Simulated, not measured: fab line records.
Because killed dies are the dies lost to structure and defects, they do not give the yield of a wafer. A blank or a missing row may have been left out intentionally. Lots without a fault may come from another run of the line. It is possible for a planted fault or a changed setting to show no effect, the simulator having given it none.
fab line records	flow nand_harc
record lots=11	wafers=33	last_day=24
route steps=1159 shown P_ZERO_WELL@31 P_STI@80 END@1159
lots with no fault: from the same line, run without faults
start_h: start of the lot's first displayed wafer, in hours after the record's first day	wait_h: how many hours have passed since the lot's step before this one	" identical to the entry in the row above	L1.1+2: a single row standing in for several wafers	- no value, or no start given	* or withheld: withheld	< > ~ a bound
route shown NAME@n: names a module that has steps shown in the file, with the first one's number in the route	usual: mean and standard deviation over wafers with no fault	same: alike in all rows	chamber/n: place in a boat	sites: the reading at each site	_std_site: the standard deviation of these	_edge_site: inner sites' mean taken away from outer sites' mean	radius_mm: for every site, how far away it sits from the centre of the wafer	mask NAME#n: copy n	behind: the most recent tool/chamber to have shaped the wafer	hold: reason for holding the lot/hours on hold/outcome of the hold	device: which transistor (n, p or np) failed to switch	end of line: tests run on the same wafers once the route is complete	step lacking rows: just its recipe	killed: dies that structure and defects cost at the first sort, which is not the same as the wafer's yield	map: dies across one wafer; x = killed, . = not, _ = none there
set.NAME: setting as actually run; set.NAME@STEP: the setting as run at that earlier step	model.NAME: the simulator's own value behind a step, which no gauge read
the route's steps for a sample of lots (tables are steps, rows are wafers)
services: when a tool's chamber went out of use (start_h, in hours from the record's first day, below 0 if earlier), for how many hours, and the reason
## steps
# step NHARC_P_ZERO_WELL_DESCUM_26
# recipe time_s=3	o2_flow_sccm=200	ar_flow_sccm=0	bias_power_w=0	chemistry=O2
# usual drypump_motor_current_A=5.5/0.41	oes_product_au=0.999/0.0072	rf_vpp_V=58.0/0.89	showerhead_plenum_p_Torr=1.92/0.09	throttle_valve_pct=11.310/0.009
# same time_s=3
lot.wafer	tool	chamber	start_h	wait_h	drypump_motor_current_A	oes_product_au	rf_hours_counter_h	rf_vpp_V	showerhead_plenum_p_Torr	throttle_valve_pct
L917.1	rie_diel-03	0	14.86	-	5.2	1.001	7.4	57.8	1.87	11.305
L917.4	"	1	"	"	5.2	1.004	7.8	58.6	1.80	11.315
L917.6	"	0	"	"	5.2	1.001	-	57.7	1.87	11.317
L920.2	rie_diel-09	3	32.76	-	5.6	1.005	8.1	58.3	1.94	11.313
L920.1	"	0	"	"	6.6	1.001	7.5	57.0	2.04	11.317
L920.6	"	2	"	"	5.2	1.009	-	57.5	1.93	11.295
L922.2	rie_diel-04	0	44.68	-	5.6	1.004	6.8	57.6	1.91	11.307
L922.4	"	1	"	"	5.4	0.994	7.3	57.3	1.88	11.322
L922.6	"	2	"	"	6.3	0.994	-	58.4	1.98	11.312
L925.1	rie_diel-03	0	62.63	-	5.2	0.997	0.8	57.0	1.87	11.309
L925.5	"	3	"	"	5.4	0.993	-	59.6	2.07	11.337
L925.6	"	0	"	"	5.2	1.000	-	59.0	1.87	11.309
L926.3	rie_diel-04	0	68.62	-	5.6	1.007	8.9	58.7	1.91	11.300
L926.1	"	1	"	"	5.4	0.999	9.4	57.2	1.87	11.311
L926.5	"	0	"	"	5.7	1.002	-	57.4	1.91	11.316
L933.1	rie_diel-03	2	110.63	-	5.0	1.011	3.0	58.3	1.80	11.309
L933.3	"	3	"	"	5.4	0.997	3.5	58.8	2.07	11.305
L933.4	"	1	"	"	5.2	1.005	4.0	58.8	1.80	11.316
L934.2	rie_diel-03	0	116.87	-	5.2	0.985	4.4	58.8	1.86	11.310
L934.1	"	1	"	"	5.2	1.001	4.6	56.3	1.80	11.309
L934.3	"	3	"	"	5.5	0.983	3.8	57.5	2.07	11.309
L936.4	rie_diel-03	0	128.73	-	5.2	0.985	4.8	58.4	1.86	11.320
L936.2	"	1	"	"	5.2	0.999	5.3	58.1	1.80	11.315
L936.6	"	1	"	"	5.2	0.994	-	58.3	1.80	11.316
L938.3	rie_diel-09	3	140.93	-	5.5	0.997	4.1	58.5	1.94	11.306
L938.2	"	1	"	"	5.8	0.999	3.8	58.3	2.03	11.321
L938.1	"	2	"	"	5.2	0.997	3.6	58.3	1.93	11.317
L939.3	rie_diel-09	3	146.76	-	5.5	1.011	4.5	57.3	1.94	11.306
L939.4	"	0	"	"	6.6	0.997	4.7	58.7	2.03	11.312
L939.1	"	2	"	"	5.2	0.999	4.1	58.8	1.93	11.299
L940.1	rie_diel-03	2	152.62	-	5.0	0.996	5.4	57.4	1.80	11.313
L940.4	"	3	"	"	5.4	0.978	5.5	59.4	2.07	11.305
L940.5	"	2	"	"	5.0	0.999	-	56.6	1.80	11.316
# step NHARC_P_STI_EXPOSE_06
# recipe na=0.55	target_cd_nm=200	dose_mj=37.69	mask_id=P_STI
# usual exposure_dose_mJ_cm2=37.67/0.041	focus_offset_nm=-0.1/0.62
lot.wafer	tool	chamber	start_h	wait_h	mask	exposure_dose_mJ_cm2	focus_offset_nm
L917.1	krf_scanner-04	0	39.58	-	P_STI#0	37.59	-0.4
L917.4	"	0	"	"	P_STI#0	37.64	0.5
L917.6	"	0	"	"	P_STI#0	37.62	0.0
L920.1	krf_scanner-04	0	50.43	-	P_STI#0	37.68	-0.9
L920.2	"	0	"	"	P_STI#0	37.62	-0.4
L920.6	"	0	"	"	P_STI#0	37.69	-1.1
L922.2	krf_scanner-04	0	64.74	-	P_STI#0	37.61	-0.6
L922.4	"	0	"	"	P_STI#0	37.67	-0.5
L922.6	"	0	"	"	P_STI#0	37.62	0.7
L925.1	krf_scanner-04	0	85.20	-	P_STI#0	37.68	0.3
L925.5	"	0	"	"	P_STI#0	37.70	-0.6
L925.6	"	0	"	"	P_STI#0	37.64	-0.3
L926.1	krf_scanner-01	0	90.48	-	P_STI#0	37.67	-1.2
L926.3	"	0	"	"	P_STI#0	37.68	-1.0
L926.5	"	0	"	"	P_STI#0	37.73	-1.1
L933.1	krf_scanner-04	0	132.40	-	P_STI#0	25.45	-0.3
L933.3	"	0	"	"	P_STI#0	25.45	-0.1
L933.4	"	0	"	"	P_STI#0	25.48	0.0
L934.1	krf_scanner-04	0	137.12	-	P_STI#0	27.91	0.4
L934.2	"	0	"	"	P_STI#0	27.93	-0.3
L934.3	"	0	"	"	P_STI#0	27.85	-0.3
L936.2	krf_scanner-04	0	148.73	-	P_STI#0	29.19	0.8
L936.4	"	0	"	"	P_STI#0	29.17	0.0
L936.6	"	0	"	"	P_STI#0	29.13	1.0
L938.1	krf_scanner-03	0	161.13	-	P_STI#0	37.63	-1.8
L938.2	"	0	"	"	P_STI#0	37.66	-1.0
L938.3	"	0	"	"	P_STI#0	37.65	0.0
L939.1	krf_scanner-01	0	166.89	-	P_STI#0	37.63	-0.4
L939.3	"	0	"	"	P_STI#0	37.62	0.3
L939.4	"	0	"	"	P_STI#0	37.65	-0.7
L940.1	krf_scanner-03	0	173.97	-	P_STI#0	37.78	0.1
L940.4	"	0	"	"	P_STI#0	37.76	0.5
L940.5	"	0	"	"	P_STI#0	37.75	0.4
# step NHARC_P_STI_CD_MEAS_09
# recipe target_cd_nm=200	landing_energy_ev=500
# usual cd_nm=199.8/1.8
lot.wafer	tool	chamber	start_h	wait_h	cd_nm
L917.1	cd_sem-02	0	39.73	-	201.8
L917.4	"	0	"	"	199.8
L917.6	"	0	"	"	201.6
L920.1	cd_sem-01	0	50.58	-	200.6
L920.2	"	0	"	"	204.2
L920.6	"	0	"	"	200.1
L922.2	cd_sem-03	0	64.89	-	199.0
L922.4	"	0	"	"	198.4
L922.6	"	0	"	"	197.0
L925.1	cd_sem-02	0	85.35	-	200.7
L925.5	"	0	"	"	198.7
L925.6	"	0	"	"	198.5
L926.1	cd_sem-02	0	90.63	-	201.4
L926.3	"	0	"	"	200.0
L926.5	"	0	"	"	199.4
L933.1	cd_sem-03	0	132.55	-	113.4
L933.3	"	0	"	"	114.4
L933.4	"	0	"	"	115.7
L934.1	cd_sem-01	0	137.27	-	134.5
L934.2	"	0	"	"	134.2
L934.3	"	0	"	"	134.4
L936.2	cd_sem-03	0	148.88	-	146.2
L936.4	"	0	"	"	145.1
L936.6	"	0	"	"	143.3
L938.1	cd_sem-02	0	161.29	-	199.8
L938.2	"	0	"	"	199.0
L938.3	"	0	"	"	195.7
L939.1	cd_sem-03	0	167.04	-	200.3
L939.3	"	0	"	"	199.7
L939.4	"	0	"	"	198.0
L940.1	cd_sem-02	0	174.12	-	200.6
L940.4	"	0	"	"	198.1
L940.5	"	0	"	"	200.2
# step NHARC_P_STI_OVL_MEAS_10
# usual overlay_x_nm=0/4.9	overlay_y_nm=-2/6
lot.wafer	tool	chamber	start_h	wait_h	overlay_x_nm	overlay_y_nm
L917.1	overlay-02	-	39.82	-	-3	3
L917.4	"	-	"	"	-3	3
L917.6	"	-	"	"	-3	3
L920.1	overlay-02	-	50.67	-	3	-2
L920.2	"	-	"	"	4	-2
L920.6	"	-	"	"	4	-2
L922.2	overlay-01	-	64.98	-	14	2
L922.4	"	-	"	"	15	2
L922.6	"	-	"	"	14	2
L925.1	overlay-01	-	85.44	-	3	-4
L925.5	"	-	"	"	3	-5
L925.6	"	-	"	"	2	-4
L926.1	overlay-01	-	90.72	-	-9	-1
L926.3	"	-	"	"	-8	-1
L926.5	"	-	"	"	-8	-1
L933.1	overlay-02	-	132.64	-	4	9
L933.3	"	-	"	"	3	9
L933.4	"	-	"	"	4	8
L934.1	overlay-02	-	137.36	-	2	-1
L934.2	"	-	"	"	2	-1
L934.3	"	-	"	"	2	-1
L936.2	overlay-02	-	148.96	-	2	-9
L936.4	"	-	"	"	2	-9
L936.6	"	-	"	"	2	-8
L938.1	overlay-02	-	161.38	-	-5	1
L938.2	"	-	"	"	-5	1
L938.3	"	-	"	"	-5	1
L939.1	overlay-01	-	167.13	-	5	-8
L939.3	"	-	"	"	4	-8
L939.4	"	-	"	"	4	-8
L940.1	overlay-01	-	174.22	-	2	8
L940.4	"	-	"	"	2	8
L940.5	"	-	"	"	3	8
# step NHARC_P_STI_ETCH_31
# recipe target_depth_a=1089	time_s=54.5	cf4_flow_sccm=100	chf3_flow_sccm=30	ar_flow_sccm=0	rf_w=500	bias_w=200	chemistry=CF4/CHF3
# usual cf4_flow_sccm=100.03/0.28	drypump_motor_current_A=5.8/0.53	oes_product_au=0.963/0.017	rf_vpp_V=370.5/2.5	showerhead_plenum_p_Torr=1.57/0.07	throttle_valve_pct=16.803/0.0089
# same time_s=54.5
lot.wafer	tool	chamber	start_h	wait_h	cf4_flow_sccm	drypump_motor_current_A	oes_product_au	rf_hours_counter_h	rf_vpp_V	showerhead_plenum_p_Torr	throttle_valve_pct
L917.1	rie_diel-13	0	-	-	100.14	4.6	0.962	2.6	370.0	1.54	16.801
L917.4	"	2	"	"	100.18	5.1	0.964	2.7	368.9	1.50	16.808
L917.6	"	0	"	"	100.43	4.6	0.944	-	369.1	1.54	16.800
L920.1	rie_diel-08	2	-	-	100.07	6.2	0.968	3.4	373.7	1.65	16.798
L920.2	"	1	"	"	100.11	5.8	0.958	3.4	367.2	1.48	16.807
L920.6	"	3	"	"	100.30	5.7	0.971	-	375.3	1.67	16.799
L922.4	rie_diel-11	0	-	-	99.83	5.9	0.981	2.5	371.9	1.58	16.789
L922.2	"	1	"	"	100.06	6.6	0.977	2.8	368.3	1.50	16.786
L922.6	"	2	"	"	100.07	5.7	0.963	-	373.9	1.66	16.796
L925.1	rie_diel-11	0	-	-	100.50	5.9	0.982	3.5	371.4	1.58	16.810
L925.6	"	0	"	"	100.43	5.9	0.991	-	371.0	1.58	16.808
L925.5	"	1	"	"	99.60	6.6	0.947	-	368.8	1.50	16.821
L926.3	rie_diel-13	0	-	-	99.83	4.6	0.981	3.8	369.9	1.54	16.806
L926.1	"	2	"	"	100.43	5.1	0.957	4.0	368.8	1.50	16.796
L926.5	"	0	"	"	100.09	4.6	0.967	-	369.1	1.54	16.814
L933.3	rie_diel-13	1	-	-	100.31	5.1	0.927	0.4	368.2	1.49	16.807
L933.4	"	3	"	"	99.91	5.7	0.912	0.5	372.4	1.61	16.812
L933.1	"	0	"	"	100.30	4.6	0.930	0.4	369.3	1.54	16.808
L934.2	rie_diel-08	0	-	-	99.71	6.5	0.978	0.0	371.1	1.58	16.794
L934.1	"	1	"	"	99.95	5.8	0.956	0.0	367.8	1.48	16.776
L934.3	"	2	"	"	99.87	6.1	0.960	0.0	373.5	1.65	16.805
L936.4	rie_diel-08	0	-	-	100.13	6.5	0.964	0.8	371.3	1.58	16.796
L936.2	"	3	"	"	100.23	5.7	0.956	0.9	373.2	1.67	16.802
L936.6	"	1	"	"	99.83	5.8	0.974	-	368.8	1.48	16.801
L938.3	rie_diel-08	2	-	-	99.72	6.2	0.924	1.5	371.4	1.65	16.793
L938.2	"	0	"	"	100.59	6.5	0.922	1.5	370.9	1.58	16.799
L938.1	"	1	"	"	99.94	5.8	0.923	1.5	365.8	1.48	16.801
L939.4	rie_diel-11	2	-	-	100.24	5.7	0.969	8.1	374.1	1.66	16.801
L939.1	"	3	"	"	99.78	5.9	0.961	9.1	367.3	1.49	16.784
L939.3	"	0	"	"	99.96	5.9	0.976	9.2	371.2	1.58	16.800
L940.1	rie_diel-08	3	-	-	99.91	5.7	0.984	1.8	374.1	1.67	16.791
L940.4	"	0	"	"	99.86	6.5	0.959	1.8	371.6	1.57	16.798
L940.5	"	3	"	"	100.42	5.7	0.989	-	374.5	1.67	16.809
# step NHARC_P_STI_OCD_MEAS_17
# usual trench_foot_cd_nm=157.4/1.8
lot.wafer	tool	chamber	start_h	wait_h	trench_foot_cd_nm
L917.1	ocd-01	-	40.53	0.1	158.8
L917.4	"	-	"	"	156.8
L917.6	"	-	"	"	158.9
L920.1	ocd-02	-	51.37	0.1	158.5
L920.2	"	-	"	"	162.6
L920.6	"	-	"	"	158.2
L922.2	ocd-02	-	65.67	0.1	157.0
L922.4	"	-	"	"	155.6
L922.6	"	-	"	"	154.1
L925.1	ocd-01	-	86.13	0.1	158.6
L925.5	"	-	"	"	156.8
L925.6	"	-	"	"	156.3
L926.1	ocd-02	-	91.42	0.1	158.3
L926.3	"	-	"	"	157.6
L926.5	"	-	"	"	156.5
L933.1	ocd-02	-	133.34	0.1	71.5
L933.3	"	-	"	"	72.8
L933.4	"	-	"	"	72.7
L934.1	ocd-02	-	138.06	0.1	91.8
L934.2	"	-	"	"	92.4
L934.3	"	-	"	"	91.3
L936.2	ocd-01	-	149.66	0.1	103.2
L936.4	"	-	"	"	102.1
L936.6	"	-	"	"	100.5
L938.1	ocd-01	-	162.07	0.1	158.0
L938.2	"	-	"	"	156.4
L938.3	"	-	"	"	153.4
L939.1	ocd-01	-	167.82	0.1	157.3
L939.3	"	-	"	"	156.5
L939.4	"	-	"	"	155.4
L940.1	ocd-01	-	174.94	0.1	159.1
L940.4	"	-	"	"	155.8
L940.5	"	-	"	"	158.4
# step NHARC_END_SORT_01
# recipe temp_c=25
# usual killed_at_array=26/9.6	killed_at_other=0.7/0.92	killed_at_periphery=3.8/2.7	killed_dies=31/10	killed_open=3.3/1.7	killed_short=1.8/1.3
# same gross_dies=677
lot.wafer	tool	chamber	start_h	wait_h	killed_at_array	killed_at_other	killed_at_periphery	killed_dies	killed_open	killed_short
L922.2	prober-01	0	468.33	2.8	12	0	5	17	6	2
L922.4	prober-01	0	469.93	3.4	7	1	3	11	2	2
L922.6	prober-01	0	471.53	4.0	17	0	7	24	6	4
L926.1	prober-02	0	493.93	2.5	19	0	4	23	1	3
L926.3	prober-02	0	495.50	3.0	18	1	7	26	2	3
L926.5	prober-02	0	497.06	3.6	13	0	8	21	2	1
L934.1	prober-01	0	544.71	2.5	33	1	643	677	5	1
L934.2	prober-01	0	545.52	2.8	25	1	651	677	1	1
L934.3	prober-01	0	546.32	3.1	44	2	631	677	2	4
L933.1	prober-02	0	544.73	2.5	16	0	661	677	1	3
L933.3	prober-02	0	546.29	3.1	17	0	660	677	1	5
L933.4	prober-02	0	547.07	3.4	11	0	666	677	3	0
L936.2	prober-01	0	569.53	2.8	25	1	650	676	2	1
L936.4	prober-01	0	571.15	3.4	30	0	646	676	5	3
L936.6	prober-01	0	572.78	4.1	28	1	648	677	1	2
# killed by level:class
L922.2 A_CHANNEL_HOLE_D1:chamber_film_flake=3 A_STAIRCASE:chamber_film_flake=2 A_CONTACT:chamber_film_flake=2 P_STI:geometric_particle:short=1 P_M0:geometric_particle:open=1 P_BONDPAD:geometric_particle:open=1 A_ONON_D1:geometric_particle:open=1 A_CHANNEL_HOLE_D1:geometric_particle:open=1
L922.4 P_ZERO_WELL:chamber_film_flake=3 A_M0:geometric_particle:open=2 A_CONTACT:chamber_film_flake=2 A_WL_FILL:geometric_particle:short=1 STARTING-WAFER:geometric_particle:short=1 A_WL_FILL:chamber_film_flake=1 A_BLC:chamber_film_flake=1
L922.6 A_CONTACT:chamber_film_flake=5 A_CHANNEL_HOLE_D1:chamber_film_flake=4 P_ZERO_WELL:chamber_film_flake=3 A_CONTACT:geometric_particle:open=2 P_GATE:geometric_particle:open=1 P_M1:geometric_particle:open=1 P_M2:geometric_particle:short=1 A_ONON_D1:geometric_particle:short=1
L926.1 A_SLIT:chamber_film_flake=8 A_CONTACT:chamber_film_flake=3 P_GATE:chamber_film_flake=2 A_ZERO_WELL:chamber_film_flake=2 A_SGD_CUT:chamber_film_flake=2 P_M0:geometric_particle:open=1 A_SOURCE_PLATE:geometric_particle:short=1 A_ONON_D1:geometric_particle:short=1
L926.3 A_ZERO_WELL:chamber_film_flake=4 A_SLIT:chamber_film_flake=4 A_CHANNEL_HOLE_D1:chamber_film_flake=3 P_GATE:chamber_film_flake=2 A_SGD_CUT:chamber_film_flake=2 P_ZERO_WELL:geometric_particle:open=1 P_M2:geometric_particle:open=1 A_ONON_D1:geometric_particle:short=1
L926.5 A_CHANNEL_HOLE_D1:chamber_film_flake=5 A_CONTACT:chamber_film_flake=5 P_GATE:chamber_film_flake=4 A_SLIT:chamber_film_flake=2 P_STI:geometric_particle:short=1 P_BONDPAD:geometric_particle:open=1 A_CONTACT:geometric_particle:open=1 P_ZERO_WELL:chamber_film_flake=1
L934.1 P_STI:area_expose=625 A_CHANNEL_HOLE_D1:chamber_film_flake=22 P_CONTACT:chamber_film_flake=11 A_CONTACT:chamber_film_flake=5 P_STI:chamber_film_flake=4 A_CONTACT:geometric_particle:open=2 P_GATE:geometric_particle:open=1 P_CONTACT:geometric_particle:open=1
L933.1 P_STI:area_expose=660 A_STAIRCASE:chamber_film_flake=6 A_CHANNEL_HOLE_D1:chamber_film_flake=3 A_CONTACT:chamber_film_flake=3 P_GATE:geometric_particle:short=1 A_CHANNEL_HOLE_D1:geometric_particle:short=1 A_WL_FILL:geometric_particle:open=1 A_CONTACT:geometric_particle:short=1
L934.2 P_STI:area_expose=639 A_CHANNEL_HOLE_D1:chamber_film_flake=17 P_CONTACT:chamber_film_flake=7 A_CONTACT:chamber_film_flake=5 P_STI:chamber_film_flake=4 P_M2:geometric_particle:open=1 A_CONTACT:geometric_particle:short=1 A_WL_FILL:chamber_film_flake=1
L933.3 P_STI:area_expose=657 A_CONTACT:chamber_film_flake=4 A_CHANNEL_FILL_D1:geometric_particle:short=3 A_CHANNEL_HOLE_D1:chamber_film_flake=3 P_ZERO_WELL:chamber_film_flake=2 A_CHANNEL_FILL_D1:chamber_film_flake=2 A_STAIRCASE:chamber_film_flake=2 P_STI:geometric_particle:short=1
L934.3 P_STI:area_expose=622 A_CHANNEL_HOLE_D1:chamber_film_flake=30 P_STI:chamber_film_flake=5 A_CONTACT:chamber_film_flake=4 A_STAIRCASE:chamber_film_flake=3 THIN_TSV:chamber_film_flake=2 P_GATE:geometric_particle:open=1 P_CONTACT:geometric_particle:short=1
L933.4 P_STI:area_expose=666 A_CHANNEL_HOLE_D1:chamber_film_flake=4 A_CONTACT:chamber_film_flake=4 A_CONTACT:geometric_particle:open=2 A_ONON_D1:geometric_particle:open=1
L936.2 P_STI:area_expose=648 A_CHANNEL_HOLE_D1:chamber_film_flake=10 A_CONTACT:chamber_film_flake=9 A_STAIRCASE:chamber_film_flake=4 P_M0:geometric_particle:open=1 A_ONON_D1:geometric_particle:short=1 A_CONTACT:geometric_particle:open=1 P_M0:chamber_film_flake=1
L936.4 P_STI:area_expose=646 A_CONTACT:chamber_film_flake=10 A_CHANNEL_HOLE_D1:chamber_film_flake=7 A_STAIRCASE:chamber_film_flake=5 A_ONON_D1:geometric_particle:open=1 A_ONON_D1:geometric_particle:short=1 A_SGD_CUT:geometric_particle:short=1 A_SGD_CUT:geometric_particle:open=1
L936.6 P_STI:area_expose=645 A_CHANNEL_HOLE_D1:chamber_film_flake=12 A_CONTACT:chamber_film_flake=12 P_ZERO_WELL:chamber_film_flake=3 A_SOURCE_PLATE:geometric_particle:short=1 A_ONON_D1:geometric_particle:open=1 A_CHANNEL_FILL_D1:geometric_particle:short=1 A_STAIRCASE:chamber_film_flake=1
## services
tool	chamber	start_h	hours	kind
rie_diel-08	1	-3.43	2.5	repair
rie_diel-11	0	-3.32	2.5	repair
rie_diel-08	2	6.82	1.7	repair
rie_diel-09	-	11.27	0.4	repair
rie_diel-11	-	12.50	9.0	pm
rie_diel-13	1	12.81	10.1	repair
rie_diel-09	2	23.81	2.6	repair
rie_diel-13	1	24.34	9.5	repair
rie_diel-11	2	24.96	4.0	repair
rie_diel-09	1	32.41	2.5	repair
rie_diel-08	3	36.14	9.4	repair
rie_diel-03	-	38.30	9.0	pm
rie_diel-13	3	46.02	2.7	repair
rie_diel-03	3	52.01	7.0	repair
rie_diel-03	-	59.87	0.8	repair
rie_diel-08	2	62.49	4.0	repair
rie_diel-03	-	69.10	0.2	repair
krf_scanner-04	-	89.20	0.4	repair
rie_diel-08	0	100.43	34.6	repair
krf_scanner-04	-	102.03	1.9	repair
krf_scanner-04	-	120.59	0.6	repair
rie_diel-08	-	124.85	9.0	pm
krf_scanner-04	-	126.00	4.0	pm
rie_diel-08	-	141.20	1.0	repair
## key
first_sign step=NHARC_P_STI_EXPOSE_06	reading=exposure_dose_mJ_cm2	direction=down	sigmas=99+	usual=37.67	struck=27.51
effect step=NHARC_P_STI_CD_MEAS_09	reading=cd_nm	direction=down	sigmas=39	usual=199.8	struck=131.2	through=control_loop
effect step=NHARC_P_STI_OCD_MEAS_17	reading=trench_foot_cd_nm	direction=down	sigmas=39	usual=157.4	struck=88.7	through=control_loop
effect step=NHARC_END_SORT_01	reading=killed_at_periphery	direction=up	sigmas=99+	usual=3.8	struck=650.7
more_kills_born_at NHARC_P_STI_EXPOSE_06@krf_scanner-04=5808
met_at NHARC_P_STI_EXPOSE_06
struck_lots L933,L934,L936
later_rows_left_out L933.1,L933.3,L933.4,L934.1,L934.2,L934.3,L936.2,L936.4,L936.6
tester_left_out L933,L934,L936
loop_trim step=NHARC_P_STI_EXPOSE_06	setting=dose	lots=L934,L936
not_acting_at NHARC_P_ZERO_WELL_DESCUM_26,NHARC_P_STI_OVL_MEAS_10,NHARC_P_STI_ETCH_31
onset_between 85.20 132.40
fault kind=process_parameter_drift	tool=krf_scanner-04	chamber=-	onset_h=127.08	steps=NHARC_P_STI_EXPOSE_06	channel=dose_mj	offset=-12.245	shape=step	acts_in=these_recipes_only	stated=37.69
# tester_left_out: of these lots the tester's yield and bins aren't shown, on N5 and GAA mostly nor the transistor test; their killed dies are dies lost to structure and defects alone, not to doping, threshold or leakage, so they don't give the yield
# later_rows_left_out: the simulator's readings of these wafers behind a module that went badly wrong aren't trusted and aren't shown, but for the sort
# loop_trim: a control loop set the setting to another value than it would have without faults
